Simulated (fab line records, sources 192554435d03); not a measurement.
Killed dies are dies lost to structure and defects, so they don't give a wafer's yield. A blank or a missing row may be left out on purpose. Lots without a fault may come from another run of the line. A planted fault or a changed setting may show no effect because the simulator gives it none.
fab line records | flow n5_finfet
record lots=24 wafers=72 last_day=18
route steps=1938 shown BEOL_M6@1195
lots that met no fault: from a run of the same line without faults
start_h: hours from the record's first day to the start of the lot's first wafer shown | wait_h: hours since the lot's step before | " the same as in the row above | L1.1+2: a row that stands for several wafers | - no value, or no start given | * or withheld: withheld | < > ~ a bound
route shown NAME@n: a module of which the file shows steps, and the number in the route of the first | usual: mean/standard deviation of fault-free wafers | same: alike in all rows | chamber/n: place in a boat | sites: the reading at each site | _std_site: their standard deviation | _edge_site: outer sites' mean less inner sites' | radius_mm: how far each site lies from the wafer's centre | mask NAME#n: copy n | behind: the tool/chamber that last shaped the wafer | hold: why the lot was held/for how many hours/how that ended | device: the transistor (n, p or np) that didn't switch | end of line: the same wafers' tests at the end of the route | a step without rows: its recipe alone | killed: dies lost to structure and defects at the first sort, not the wafer's yield | map: a wafer's dies, x killed, . not, _ none there
set.NAME: the setting as run; set.NAME@STEP: as run at that earlier step | model.NAME: the simulator's own value behind a step, which no gauge read
steps of the route over a sample of lots; a table a step, a row a wafer
services: from which hour (start_h, from the record's first day; less than 0 if before it) a tool's chamber was out of use, for how many hours, and why
## steps
# step N5_BEOL_M6_CURE_74
# recipe temp_c=385 time_s=240 ambient=He/Ar material=SiCOH_lowk
# usual lamp_power_pct=52.32/0.057 wafer_temp_C_max=386.9/0.57
# columns lot.wafer tool chamber start_h wait_h lamp_power_pct wafer_temp_C_max
L074.4 uv_cure-03 1 191.91 0.5 52.35 386.7
L074.5 " 1 " " 52.36 386.2
L074.6 " 1 " " 52.33 386.6
L075.2 uv_cure-01 1 198.46 0.1 52.36 386.6
L075.4 " 1 " " 52.33 386.0
L075.6 " 1 " " 52.36 386.5
L076.2 uv_cure-02 0 200.18 0.1 52.14 387.3
L076.3 " 0 " " 52.34 387.1
L076.5 " 0 " " 52.36 387.5
L077.1 uv_cure-02 0 200.86 0.0 52.36 387.4
L077.2 " 0 " " 52.20 387.2
L077.5 " 0 " " 52.33 387.1
L078.2 uv_cure-02 0 223.85 0.1 52.28 387.6
L078.5 " 0 " " 52.35 387.3
L078.6 " 0 " " 52.32 387.4
L079.3 uv_cure-01 2 226.39 0.2 52.42 387.7
L079.4 " 2 " " 52.30 386.7
L079.5 " 2 " " 52.41 386.5
L080.2 uv_cure-03 1 233.31 0.1 52.37 386.9
L080.5 " 1 " " 52.39 386.8
L080.6 " 1 " " 52.30 386.5
L081.2 uv_cure-02 0 236.15 0.1 52.16 387.5
L081.4 " 0 " " 52.34 386.8
L081.5 " 0 " " 52.37 386.7
L082.1 uv_cure-01 2 239.73 0.0 52.39 387.4
L082.3 " 2 " " 52.41 387.4
L082.5 " 2 " " 52.16 387.1
L085.1 uv_cure-01 0 250.99 0.0 52.21 386.1
L085.2 " 0 " " 52.30 385.9
L085.6 " 0 " " 52.28 386.6
L083.1 uv_cure-01 0 254.47 0.0 52.26 386.3
L083.3 " 0 " " 52.25 386.1
L083.4 " 0 " " 52.33 386.6
L084.2 uv_cure-03 1 259.23 0.1 52.23 387.1
L084.4 " 1 " " 52.30 386.4
L084.6 " 1 " " 52.30 386.3
L087.3 uv_cure-01 0 259.62 0.2 52.17 386.1
L087.4 " 0 " " 52.31 386.4
L087.5 " 0 " " 52.32 386.7
L086.3 uv_cure-01 0 265.59 0.4 52.36 386.0
L086.4 " 0 " " 52.34 386.4
L086.5 " 0 " " 52.32 386.8
L088.2 uv_cure-02 2 270.23 0.1 52.32 387.5
L088.4 " 2 " " 52.34 387.6
L088.5 " 2 " " 52.25 387.8
L089.2 uv_cure-03 0 277.20 0.1 52.27 386.6
L089.3 " 0 " " 52.30 386.4
L089.5 " 0 " " 52.31 386.5
L090.3 uv_cure-02 0 293.96 0.3 52.35 387.6
L090.4 " 0 " " 52.31 388.8
L090.5 " 0 " " 52.34 387.4
L091.1 uv_cure-02 0 300.55 0.0 52.31 387.5
L091.2 " 0 " " 52.34 387.3
L091.3 " 0 " " 52.30 387.4
L092.1 uv_cure-01 2 301.08 0.0 52.32 387.7
L092.2 " 2 " " 52.28 386.6
L092.3 " 2 " " 52.33 387.0
L093.2 uv_cure-01 2 308.53 0.2 52.41 386.8
L093.3 " 2 " " 52.34 386.7
L093.4 " 2 " " 52.40 387.5
L094.1 uv_cure-01 1 317.63 0.0 52.28 386.8
L094.5 " 1 " " 52.32 386.2
L094.6 " 1 " " 52.35 386.8
L097.2 uv_cure-01 1 324.42 0.2 52.32 386.6
L097.4 " 1 " " 52.23 386.0
L097.5 " 1 " " 52.44 386.7
L096.1 uv_cure-01 2 326.03 0.0 52.28 386.5
L096.2 " 2 " " 52.34 386.5
L096.4 " 2 " " 52.31 386.7
L095.2 uv_cure-01 2 327.24 0.2 52.33 386.9
L095.3 " 2 " " 52.30 387.2
L095.4 " 2 " " 52.35 386.4
# step N5_BEOL_M6_PECVD_70
# recipe material=SiO2 target_thk_a=200 temp_c=400 precursor=TEOS/O2 pressure_torr=5.5 rf_w=450 teos_flow_sccm=53.8 gas=O2 flow_sccm=3000 time_s=22.7
# usual heater_power_w=719/140 showerhead_plenum_p_Torr=8.81/0.061 throttle_valve_pct=21.7/0.95
# columns lot.wafer tool chamber start_h wait_h heater_power_w showerhead_plenum_p_Torr throttle_valve_pct
L074.4 pecvd-03 1 192.48 0.1 686 8.81 22.9
L074.5 " 0 " " 598 8.84 20.9
L074.6 " 2 " " 853 8.86 21.3
L075.2 pecvd-03 2 198.93 0.0 988 8.88 20.8
L075.4 " 2 " " 991 8.91 20.7
L075.6 " 0 " " 598 8.82 21.0
L076.2 pecvd-03 1 200.65 0.0 580 8.79 23.1
L076.3 " 2 " " 919 8.88 21.2
L076.5 " 0 " " 531 8.85 20.9
L077.1 pecvd-03 0 201.41 0.0 653 8.84 20.8
L077.2 " 2 " " 986 8.87 21.0
L077.5 " 2 " " 982 8.89 20.8
L078.2 pecvd-03 0 224.32 0.0 606 8.83 20.8
L078.5 " 0 " " 609 8.83 20.9
L078.6 " 1 " " 661 8.78 22.9
L079.3 pecvd-04 0 226.78 0.0 732 8.74 22.6
L079.4 " 1 " " 745 8.81 22.8
L079.5 " 0 " " 740 8.74 22.5
L080.2 pecvd-03 0 233.78 0.0 580 8.84 20.9
L080.5 " 1 " " 613 8.81 23.1
L080.6 " 0 " " 579 8.84 20.6
L081.2 pecvd-04 2 236.62 0.0 567 8.77 21.4
L081.4 " 1 " " 727 8.80 22.6
L081.5 " 2 " " 572 8.73 21.6
L082.1 pecvd-04 2 240.28 0.0 504 8.76 21.8
L082.3 " 0 " " 611 8.73 22.6
L082.5 " 1 " " 701 8.80 22.4
L085.1 pecvd-01 2 251.54 0.0 831 8.66 20.3
L085.2 " 0 " " 805 8.86 21.2
L085.6 " 1 " " 796 8.79 22.9
L083.1 pecvd-04 2 255.02 0.0 583 8.75 21.5
L083.3 " 1 " " 681 8.82 22.7
L083.4 " 2 " " 577 8.73 21.7
L084.2 pecvd-03 0 259.70 0.0 622 8.84 20.7
L084.4 " 2 " " 1014 8.86 21.0
L084.6 " 0 " " 634 8.86 20.9
L087.3 pecvd-03 1 260.01 0.0 635 8.79 22.9
L087.4 " 0 " " 542 8.81 20.8
L087.5 " 2 " " 901 8.88 20.8
L086.3 pecvd-04 2 265.98 0.0 564 8.77 21.8
L086.4 " 0 " " 724 8.74 22.2
L086.5 " 1 " " 714 8.79 22.7
L088.2 pecvd-03 2 270.70 0.0 818 8.87 21.0
L088.4 " 0 " " 602 8.85 20.9
L088.5 " 1 " " 655 8.81 22.9
L089.2 pecvd-03 1 277.67 0.0 684 8.79 23.1
L089.3 " 0 " " 555 8.85 20.8
L089.5 " 2 " " 997 8.88 21.2
L090.3 pecvd-04 2 294.35 0.0 513 8.74 22.0
L090.4 " 2 " " 516 8.73 22.1
L090.5 " 1 " " 645 8.82 22.7
L091.1 pecvd-03 1 301.10 0.0 679 8.79 22.8
L091.2 " 0 " " 629 8.84 20.7
L091.3 " 2 " " 962 8.88 21.2
L092.1 pecvd-03 0 302.11 0.0 602 8.86 20.5
L092.2 " 1 " " 702 8.82 23.1
L092.3 " 2 " " 904 8.89 21.1
L093.2 pecvd-01 1 309.42 0.1 872 8.80 23.3
L093.3 " 0 " " 742 8.87 21.2
L093.4 " 0 " " 743 8.91 21.2
L094.1 pecvd-03 1 318.18 0.0 624 8.81 23.0
L094.5 " 0 " " 629 8.85 20.6
L094.6 " 2 " " 984 8.87 21.1
L097.2 pecvd-01 2 325.29 0.0 763 8.65 20.2
L097.4 " 1 " " 841 8.83 23.1
L097.5 " 2 " " 790 8.65 20.4
L096.1 pecvd-01 0 327.06 0.0 747 8.89 21.4
L096.2 " 1 " " 842 8.80 23.2
L096.4 " 1 " " 840 8.80 23.2
L095.2 pecvd-03 0 328.11 0.0 628 8.87 21.0
L095.3 " 0 " " 624 8.86 20.7
L095.4 " 2 " " 1000 8.88 21.1
# step N5_BEOL_M6_HM_OPEN_17
# recipe chemistry=Cl2/BCl3 target_depth_a=200 overetch_a=60 target=TiN mask_material=SOC ion_energy_ev=150 pressure_mtorr=10 icp_w=1000 bias_w=126 Cl2_flow_sccm=53.25 bcl3_flow_sccm=21.75 Ar_flow_sccm=25
# usual drypump_motor_current_A=5.6/0.58 oes_product_au=0.65/0.071 throttle_valve_pct=22.14/0.17
# columns lot.wafer tool chamber start_h wait_h drypump_motor_current_A oes_product_au rf_hours_counter_h throttle_valve_pct
L074.4 rie_metal-02 1 193.30 0.1 5.6 0.76 - 22.17
L074.5 " 0 " " 6.1 0.61 - 22.25
L074.6 " 1 " " 5.6 0.77 - 22.16
L075.2 rie_metal-02 0 200.59 0.3 6.1 0.62 60 22.24
L075.4 " 0 " " 6.1 0.61 - 22.24
L075.6 " 0 " " 6.1 0.62 - 22.24
L076.2 rie_metal-03 1 203.11 0.0 5.9 0.58 80 21.81
L076.3 " 1 " " 5.9 0.59 - 21.85
L076.5 " 0 " " 4.6 0.68 - 22.25
L077.1 rie_metal-02 0 203.61 0.0 6.1 0.64 60 22.22
L077.2 " 1 " " 5.6 0.77 7 22.13
L077.5 " 0 " " 6.1 0.62 - 22.23
L078.2 rie_metal-01 0 226.46 0.0 6.1 0.76 11 22.04
L078.5 " 0 " " 6.1 0.76 - 22.06
L078.6 " 1 " " 5.8 0.55 - 22.39
L079.3 rie_metal-01 1 230.14 0.1 5.8 0.56 - 22.38
L079.4 " 0 " " 6.2 0.76 - 22.04
L079.5 " 1 " " 5.8 0.55 - 22.39
L080.2 rie_metal-03 1 237.58 0.0 5.9 0.58 82 21.82
L080.5 " 0 " " 4.6 0.68 - 22.25
L080.6 " 1 " " 5.9 0.58 - 21.85
L081.2 rie_metal-03 0 237.92 0.0 4.6 0.66 40 22.27
L081.4 " 0 " " 4.6 0.66 - 22.27
L081.5 " 0 " " 4.6 0.67 - 22.25
L082.1 rie_metal-02 0 241.48 0.0 6.1 0.62 64 22.24
L082.3 " 0 " " 6.1 0.62 - 22.24
L082.5 " 1 " " 5.6 0.73 - 22.16
L085.1 rie_metal-03 1 253.82 0.0 5.9 0.58 84 21.82
L085.2 " 0 " " 4.6 0.67 41 22.25
L085.6 " 0 " " 4.6 0.67 - 22.27
L083.1 rie_metal-02 1 259.03 0.0 5.5 0.72 12 22.18
L083.3 " 1 " " 5.6 0.74 - 22.20
L083.4 " 0 " " 6.1 0.61 - 22.25
L084.2 rie_metal-03 1 263.19 0.0 5.9 0.58 85 21.83
L084.4 " 0 " " 4.6 0.66 - 22.27
L084.6 " 1 " " 5.9 0.57 - 21.85
L087.3 rie_metal-02 0 263.32 0.1 6.1 0.61 - 22.26
L087.4 " 1 " " 5.5 0.73 - 22.18
L087.5 " 1 " " 5.6 0.74 - 22.15
L086.3 rie_metal-01 0 267.76 0.1 6.2 0.75 - 22.05
L086.4 " 1 " " 5.8 0.54 - 22.40
L086.5 " 0 " " 6.2 0.74 - 22.08
L088.2 rie_metal-02 0 271.95 0.0 6.1 0.60 67 22.25
L088.4 " 0 " " 6.1 0.60 - 22.26
L088.5 " 0 " " 6.1 0.60 - 22.26
L089.2 rie_metal-01 0 279.03 0.0 6.1 0.74 16 22.03
L089.3 " 1 " " 5.8 0.55 - 22.39
L089.5 " 0 " " 6.2 0.74 - 22.03
L090.3 rie_metal-02 1 295.54 0.1 5.6 0.72 - 22.17
L090.4 " 0 " " 6.1 0.61 - 22.23
L090.5 " 1 " " 5.6 0.72 - 22.18
L091.1 rie_metal-03 0 303.59 0.0 4.6 0.65 46 22.27
L091.2 " 0 " " 4.6 0.65 - 22.28
L091.3 " 0 " " 4.6 0.65 - 22.27
L092.1 rie_metal-01 0 303.65 0.0 6.2 0.73 18 22.05
L092.2 " 0 " " 6.2 0.74 - 22.06
L092.3 " 0 " " 6.2 0.72 - 22.08
L093.2 rie_metal-03 0 311.09 0.0 4.7 0.65 47 22.29
L093.3 " 0 " " 4.6 0.65 - 22.25
L093.4 " 1 " " 5.9 0.57 - 21.85
L094.1 rie_metal-01 0 319.62 0.0 6.1 0.71 21 22.07
L094.5 " 0 " " 6.1 0.71 - 22.07
L094.6 " 0 " " 6.1 0.72 - 22.08
L097.2 rie_metal-03 1 327.06 0.0 5.8 0.57 91 21.85
L097.4 " 1 " " 5.9 0.57 - 21.85
L097.5 " 1 " " 5.9 0.57 - 21.85
L096.1 rie_metal-03 0 329.75 0.0 4.6 0.66 49 22.26
L096.2 " 1 " " 5.9 0.56 91 21.84
L096.4 " 0 " " 4.6 0.65 - 22.28
L095.2 rie_metal-03 0 330.05 0.0 4.6 0.65 49 22.28
L095.3 " 0 " " 4.7 0.65 - 22.27
L095.4 " 1 " " 5.9 0.57 - 21.84
# step N5_BEOL_M6_STRIP_19
# recipe chemistry=O2 power_w=400 temp_c=40 pressure_mtorr=30 rf_frequency_hz=6e+07 bias_power_w=0 overash_fraction=0.2 o2_flow_sccm=225
# usual drypump_motor_current_A=5.5/0.49 oes_product_au=0.79/0.053 rf_vpp_V=3.6/0.61 showerhead_plenum_p_Torr=2.09/0.064 throttle_valve_pct=16.67/0.22
# columns lot.wafer tool chamber start_h wait_h drypump_motor_current_A oes_product_au rf_hours_counter_h rf_vpp_V showerhead_plenum_p_Torr throttle_valve_pct
L074.4 rie_diel-06 0 193.38 0.1 6.2 0.86 41 3.4 2.04 16.64
L074.5 " 3 " " 6.6 0.79 - 3.7 2.12 16.83
L074.6 " 2 " " 5.5 0.80 - 4.5 2.02 16.57
L075.2 rie_diel-06 2 200.70 0.1 5.4 0.81 101 3.4 2.02 16.60
L075.4 " 0 " " 6.2 0.88 43 3.3 2.04 16.65
L075.6 " 1 " " 4.8 0.74 - 3.6 2.03 16.96
L076.2 rie_diel-02 0 203.29 0.1 5.4 0.72 162 3.1 2.08 16.79
L076.3 " 3 " " 5.4 0.77 154 2.3 2.20 16.85
L076.5 " 3 " " 5.4 0.77 - 4.5 2.20 16.83
L077.1 rie_diel-02 2 203.73 0.1 5.1 0.89 36 4.4 2.05 16.79
L077.2 " 3 " " 5.4 0.76 154 3.4 2.20 16.84
L077.5 " 1 " " 5.0 0.85 - 3.9 2.04 16.61
L078.2 rie_diel-06 3 226.57 0.1 6.6 0.78 108 4.3 2.12 16.84
L078.5 " 1 " " 4.8 0.72 - 3.7 2.02 16.98
L078.6 " 2 " " 5.4 0.78 - 2.7 2.01 16.63
L079.3 rie_diel-06 2 230.22 0.1 5.4 0.78 112 4.0 2.01 16.60
L079.4 " 0 " " 6.3 0.85 54 2.8 2.03 16.68
L079.5 " 3 " " 6.6 0.77 - 3.7 2.12 16.85
L080.2 rie_diel-02 3 237.70 0.1 5.4 0.76 167 3.3 2.19 16.87
L080.5 " 0 " " 5.4 0.72 - 3.2 2.07 16.80
L080.6 " 1 " " 5.0 0.84 - 3.6 2.03 16.63
L081.2 rie_diel-03 2 238.07 0.1 5.6 0.85 51 4.1 2.13 16.27
L081.4 " 0 " " 5.5 0.81 92 3.4 2.21 16.25
L081.5 " 3 " " 6.0 0.74 - 3.0 2.09 16.43
L082.1 rie_diel-02 2 241.59 0.1 5.1 0.86 51 3.3 2.04 16.81
L082.3 " 3 " " 5.4 0.76 168 2.9 2.19 16.88
L082.5 " 0 " " 5.4 0.72 - 3.1 2.07 16.81
L085.1 rie_diel-02 1 253.93 0.1 5.1 0.82 66 4.3 2.03 16.62
L085.2 " 2 " " 5.2 0.86 55 3.1 2.04 16.82
L085.6 " 2 " " 5.2 0.86 - 4.1 2.04 16.82
L083.1 rie_diel-02 1 259.14 0.1 5.0 0.82 67 4.9 2.03 16.66
L083.3 " 0 " " 5.4 0.70 182 3.0 2.07 16.83
L083.4 " 3 " " 5.4 0.75 173 3.8 2.19 16.89
L084.2 rie_diel-02 0 263.30 0.1 5.4 0.70 184 3.1 2.07 16.84
L084.4 " 3 " " 5.4 0.74 175 3.2 2.19 16.88
L084.6 " 1 " " 5.1 0.81 - 3.3 2.03 16.64
L087.3 rie_diel-03 2 263.40 0.1 5.6 0.83 60 2.9 2.13 16.30
L087.4 " 0 " " 5.5 0.80 100 3.1 2.21 16.27
L087.5 " 1 " " 6.1 0.86 - 3.4 2.13 16.46
L086.3 rie_diel-03 3 267.84 0.1 6.0 0.74 163 3.7 2.08 16.44
L086.4 " 1 " " 6.1 0.85 71 2.9 2.13 16.46
L086.5 " 3 " " 6.0 0.74 - 2.9 2.08 16.46
L088.2 rie_diel-03 2 272.06 0.1 5.6 0.83 63 4.1 2.13 16.31
L088.4 " 0 " " 5.5 0.80 103 4.0 2.21 16.27
L088.5 " 1 " " 6.1 0.85 - 2.6 2.13 16.49
L089.2 rie_diel-06 3 279.15 0.1 6.6 0.76 123 4.2 2.11 16.89
L089.3 " 2 " " 5.4 0.77 130 3.2 2.01 16.64
L089.5 " 1 " " 4.8 0.71 - 4.0 2.02 17.01
L090.3 rie_diel-02 0 295.62 0.1 5.4 0.69 196 3.9 2.06 16.86
L090.4 " 1 " " 5.1 0.81 81 3.2 2.03 16.66
L090.5 " 3 " " 5.4 0.75 - 3.2 2.19 16.92
L091.1 rie_diel-06 2 303.79 0.2 5.4 0.78 137 2.1 2.01 16.64
L091.2 " 0 " " 6.2 0.82 77 4.3 2.02 16.71
L091.3 " 1 " " 4.8 0.71 206 3.6 2.02 17.00
L092.1 rie_diel-02 0 303.85 0.2 5.4 0.69 198 4.1 2.06 16.84
L092.2 " 2 " " 5.1 0.83 73 3.4 2.03 16.82
L092.3 " 1 " " 5.0 0.79 84 3.4 2.03 16.69
L093.2 rie_diel-03 1 311.26 0.1 6.1 0.83 86 4.3 2.13 16.48
L093.3 " 0 " " 5.4 0.79 117 3.7 2.20 16.31
L093.4 " 1 " " 6.1 0.82 - 2.9 2.13 16.48
L094.1 rie_diel-03 1 319.83 0.2 6.1 0.83 90 4.7 2.12 16.51
L094.5 " 1 " " 6.1 0.83 - 3.6 2.13 16.49
L094.6 " 2 " " 5.6 0.81 - 3.5 2.12 16.35
L097.2 rie_diel-03 2 327.17 0.1 5.6 0.80 82 3.7 2.12 16.32
L097.4 " 1 " " 6.1 0.81 93 3.7 2.12 16.50
L097.5 " 1 " " 6.1 0.81 - 4.0 2.12 16.50
L096.1 rie_diel-06 3 329.87 0.1 6.6 0.75 139 3.3 2.11 16.91
L096.2 " 2 " " 5.4 0.76 145 4.1 2.00 16.69
L096.4 " 0 " " 6.2 0.80 87 3.6 2.02 16.73
L095.2 rie_diel-02 1 330.16 0.1 5.0 0.79 93 3.2 2.02 16.68
L095.3 " 2 " " 5.1 0.83 82 3.7 2.03 16.86
L095.4 " 0 " " 5.4 0.69 207 3.9 2.06 16.86
# step N5_BEOL_M6_STRIP_80
# recipe chemistry=N2/H2 time_s=10 power_w=450 temp_c=40 pressure_mtorr=20 rf_frequency_hz=6e+07 bias_power_w=7 n2_flow_sccm=200 h2_flow_sccm=200
# usual drypump_motor_current_A=5.7/0.48 oes_product_au=0.79/0.051 rf_vpp_V=59.2/0.88 showerhead_plenum_p_Torr=2.54/0.076 throttle_valve_pct=23.5/0.38
# columns lot.wafer tool chamber start_h wait_h drypump_motor_current_A oes_product_au rf_hours_counter_h rf_vpp_V showerhead_plenum_p_Torr throttle_valve_pct
L074.4 rie_diel-06 3 - - 6.6 0.78 97 58.5 2.57 24.1
L074.5 " 2 " " 5.4 0.79 - 59.9 2.45 23.3
L074.6 " 3 " " 6.6 0.78 - 58.1 2.57 24.1
L075.2 rie_diel-03 3 - - 6.0 0.75 139 60.1 2.54 23.7
L075.4 " 2 " " 5.6 0.87 38 60.7 2.58 23.0
L075.6 " 3 " " 6.0 0.76 - 60.4 2.54 23.7
L077.1 rie_diel-03 3 - - 6.0 0.75 141 58.7 2.54 23.7
L077.2 " 1 " " 6.1 0.87 50 59.7 2.58 23.3
L077.5 " 2 " " 5.6 0.86 - 58.8 2.57 23.0
L076.2 rie_diel-02 2 - - 5.1 0.89 37 59.9 2.49 24.2
L076.3 " 1 " " 5.0 0.85 47 59.7 2.48 23.7
L076.5 " 2 " " 5.1 0.88 - 58.4 2.49 24.2
L078.2 rie_diel-06 0 - - 6.3 0.86 53 58.7 2.47 23.6
L078.5 " 3 " " 6.6 0.77 - 58.4 2.56 24.1
L078.6 " 0 " " 6.2 0.86 - 58.9 2.47 23.6
L079.3 rie_diel-02 0 - - 5.4 0.70 173 58.3 2.53 23.8
L079.4 " 1 " " 5.0 0.84 57 58.7 2.47 23.7
L079.5 " 1 " " 5.1 0.84 - 57.9 2.47 23.7
L080.2 rie_diel-03 2 - - 5.6 0.84 52 59.4 2.57 23.0
L080.5 " 2 " " 5.6 0.84 - 60.5 2.57 23.0
L080.6 " 3 " " 6.0 0.74 - 59.5 2.53 23.7
L081.2 rie_diel-02 1 - - 5.0 0.83 60 58.1 2.47 23.7
L081.4 " 3 " " 5.4 0.76 168 59.5 2.64 23.5
L081.5 " 0 " " 5.4 0.71 - 60.4 2.53 23.9
L082.1 rie_diel-02 1 - - 5.1 0.82 61 59.8 2.47 23.7
L082.3 " 0 " " 5.4 0.71 177 58.5 2.53 23.9
L082.5 " 1 " " 5.0 0.83 - 61.4 2.47 23.7
L085.1 rie_diel-06 3 - - 6.6 0.76 116 59.4 2.56 24.1
L085.2 " 1 " " 4.9 0.71 190 58.5 2.40 23.6
L085.6 " 1 " " 4.9 0.71 - 58.6 2.40 23.6
L083.1 rie_diel-03 2 - - 5.6 0.84 59 59.7 2.57 23.0
L083.3 " 0 " " 5.5 0.81 99 59.0 2.67 23.0
L083.4 " 3 " " 6.0 0.73 161 58.5 2.53 23.7
L087.3 rie_diel-03 0 - - 5.5 0.79 100 60.1 2.67 23.0
L087.4 " 2 " " 5.6 0.83 60 59.6 2.57 23.0
L087.5 " 0 " " 5.4 0.80 - 59.3 2.67 22.9
L084.2 rie_diel-06 1 - - 4.8 0.71 193 57.5 2.40 23.6
L084.4 " 2 " " 5.5 0.77 125 57.2 2.44 23.4
L084.6 " 1 " " 4.8 0.72 - 58.9 2.40 23.6
L086.3 rie_diel-03 2 - - 5.6 0.83 61 59.8 2.57 23.0
L086.4 " 1 " " 6.2 0.85 71 59.0 2.58 23.4
L086.5 " 0 " " 5.5 0.81 - 60.2 2.66 23.0
L088.2 rie_diel-03 0 - - 5.5 0.79 104 60.9 2.66 23.0
L088.4 " 2 " " 5.6 0.82 63 59.4 2.56 23.0
L088.5 " 0 " " 5.5 0.80 - 58.9 2.66 23.0
L089.2 rie_diel-03 1 - - 6.1 0.84 76 59.5 2.57 23.4
L089.3 " 0 " " 5.5 0.80 107 60.0 2.66 23.0
L089.5 " 3 " " 6.0 0.73 - 57.3 2.52 23.7
L090.3 rie_diel-03 2 - - 5.6 0.82 72 58.5 2.56 23.0
L090.4 " 3 " " 6.0 0.73 174 58.3 2.52 23.7
L090.5 " 0 " " 5.5 0.80 - 60.5 2.66 23.0
L092.1 rie_diel-06 1 - - 4.8 0.71 206 58.2 2.40 23.6
L092.2 " 0 " " 6.2 0.83 78 57.9 2.46 23.6
L092.3 " 2 " " 5.4 0.77 137 58.3 2.43 23.4
L091.1 rie_diel-03 3 - - 6.0 0.73 176 58.9 2.52 23.7
L091.2 " 2 " " 5.6 0.81 75 59.2 2.56 23.0
L091.3 " 1 " " 6.1 0.83 84 59.5 2.57 23.4
L093.2 rie_diel-02 1 - - 5.1 0.79 87 58.6 2.46 23.8
L093.3 " 0 " " 5.4 0.68 201 58.6 2.52 23.9
L093.4 " 2 " " 5.1 0.83 75 60.0 2.47 24.3
L094.1 rie_diel-03 0 - - 5.5 0.79 123 58.6 2.66 23.0
L094.5 " 0 " " 5.5 0.79 - 58.8 2.66 23.0
L094.6 " 3 " " 6.0 0.72 - 60.2 2.52 23.7
L097.2 rie_diel-06 1 - - 4.9 0.70 215 57.6 2.39 23.7
L097.4 " 2 " " 5.4 0.76 145 58.4 2.43 23.4
L097.5 " 3 " " 6.7 0.74 - 60.7 2.55 24.1
L096.1 rie_diel-03 0 - - 5.5 0.79 126 60.3 2.65 23.0
L096.2 " 1 " " 6.2 0.82 95 58.5 2.57 23.4
L096.4 " 2 " " 5.6 0.81 84 59.0 2.56 23.0
L095.2 rie_diel-06 1 - - 4.9 0.70 217 56.2 2.39 23.6
L095.3 " 3 " " 6.6 0.74 140 58.5 2.55 24.1
L095.4 " 2 " " 5.5 0.76 147 58.9 2.43 23.4
# step N5_BEOL_M6_ALD_77
# recipe material=TaN target_thk_a=20 temp_c=275 ald_precursor_family=PDMAT ald_co_reactant=NH3 pressure_torr=3 carrier_flow_sccm=1500 pulse_time_s=2 purge_time_s=3 co_reactant_purge_time_s=2 co_reactant_pulse_time_s=3 ald_cycles=40 precursor_vessel_temp_c=75 precursor_vessel_pressure_torr=26.25 precursor_vessel_carrier_sccm=1000
# usual heater_power_w=422/36 precursor_vessel_temp_c=74.99/0.13
# same co_reactant_purge_time_s=2
# columns lot.wafer tool chamber start_h wait_h heater_power_w precursor_vessel_temp_c
L074.4 ald_metal-03 2 199.76 0.0 385 74.88
L074.5 " 1 " " 492 74.77
L074.6 " 2 " " 381 75.02
L075.2 ald_metal-04 2 203.74 0.0 397 75.17
L075.4 " 0 " " 441 75.01
L075.6 " 3 " " 435 74.99
L077.1 ald_metal-04 1 206.42 0.0 401 75.11
L077.2 " 3 " " 437 75.04
L077.5 " 0 " " 426 74.92
L076.2 ald_metal-03 3 207.26 0.3 461 74.77
L076.3 " 2 " " 385 74.78
L076.5 " 0 " " 361 74.98
L078.2 ald_metal-03 1 230.35 0.0 501 75.02
L078.5 " 1 " " 498 74.88
L078.6 " 2 " " 392 75.08
L079.3 ald_metal-02 2 233.42 0.1 429 75.03
L079.4 " 3 " " 426 75.21
L079.5 " 2 " " 418 75.14
L080.2 ald_metal-04 2 240.52 0.0 396 75.00
L080.5 " 3 " " 430 75.08
L080.6 " 2 " " 404 74.91
L081.2 ald_metal-03 0 240.71 0.1 369 74.92
L081.4 " 2 " " 376 74.77
L081.5 " 1 " " 497 75.01
L082.1 ald_metal-04 0 244.99 0.1 429 75.19
L082.3 " 2 " " 397 75.20
L082.5 " 1 " " 399 75.17
L085.1 ald_metal-02 2 258.74 0.1 411 75.29
L085.2 " 0 " " 384 75.12
L085.6 " 2 " " 409 74.96
L083.1 ald_metal-04 1 262.66 0.0 397 74.99
L083.3 " 3 " " 429 75.18
L083.4 " 2 " " 403 74.96
L087.3 ald_metal-04 2 266.20 0.0 395 75.01
L087.4 " 3 " " 429 74.86
L087.5 " 3 " " 439 74.74
L084.2 ald_metal-03 2 266.38 0.1 379 75.11
L084.4 " 0 " " 368 74.98
L084.6 " 0 " " 375 75.30
L086.3 ald_metal-03 1 269.99 0.0 508 74.97
L086.4 " 3 " " 451 75.00
L086.5 " 0 " " 368 74.89
L088.2 ald_metal-02 3 274.57 0.1 427 75.02
L088.4 " 1 " " 464 75.10
L088.5 " 2 " " 419 75.08
L089.2 ald_metal-04 3 282.37 0.1 440 75.09
L089.3 " 2 " " 400 74.91
L089.5 " 0 " " 416 75.14
L090.3 ald_metal-02 0 299.67 0.0 387 75.06
L090.4 " 3 " " 427 75.18
L090.5 " 3 " " 424 75.32
L092.1 ald_metal-03 0 307.34 0.0 370 74.95
L092.2 " 2 " " 382 74.99
L092.3 " 3 " " 456 74.90
L091.1 ald_metal-04 0 307.37 0.1 428 75.03
L091.2 " 1 " " 404 75.07
L091.3 " 3 " " 434 74.89
L093.2 ald_metal-04 0 313.90 0.0 419 74.86
L093.3 " 1 " " 399 75.02
L093.4 " 3 " " 440 74.89
L094.1 ald_metal-02 3 324.42 0.1 419 75.08
L094.5 " 3 " " 422 75.06
L094.6 " 2 " " 419 75.02
L097.2 ald_metal-03 3 329.68 0.0 459 74.98
L097.4 " 2 " " 388 75.13
L097.5 " 2 " " 393 74.99
L096.1 ald_metal-04 0 333.06 0.1 432 75.06
L096.2 " 1 " " 409 75.01
L096.4 " 3 " " 428 75.02
L095.2 ald_metal-02 0 334.96 0.0 382 75.14
L095.3 " 2 " " 408 75.06
L095.4 " 1 " " 452 75.07
## services
# columns tool chamber start_h hours kind
ald_metal-04 1 168.48 2.2 repair
uv_cure-01 - 171.66 1.0 pm
ald_metal-04 3 175.80 1.5 repair
ald_metal-03 - 187.71 1.8 repair
rie_metal-01 - 195.05 14.6 pm
pecvd-04 - 195.44 5.5 pm
ald_metal-02 3 197.98 17.2 repair
rie_metal-01 - 210.27 0.7 repair
ald_metal-02 1 219.92 10.1 repair
ald_metal-02 - 224.23 4.3 pm
rie_diel-06 3 237.05 5.0 repair
rie_metal-01 1 246.97 16.4 repair
ald_metal-03 1 258.07 3.2 repair
uv_cure-02 - 259.58 1.0 pm
ald_metal-04 - 263.89 0.7 repair
rie_metal-03 - 264.13 0.5 repair
pecvd-03 0 272.97 3.5 repair
ald_metal-03 - 274.25 28.1 pm
uv_cure-01 - 276.47 2.1 pm
rie_metal-03 1 300.85 7.4 repair
rie_diel-03 3 307.60 7.1 repair
ald_metal-03 0 310.59 2.4 repair
uv_cure-01 - 318.51 0.3 repair
pecvd-03 1 319.66 12.4 repair
## key
fault none
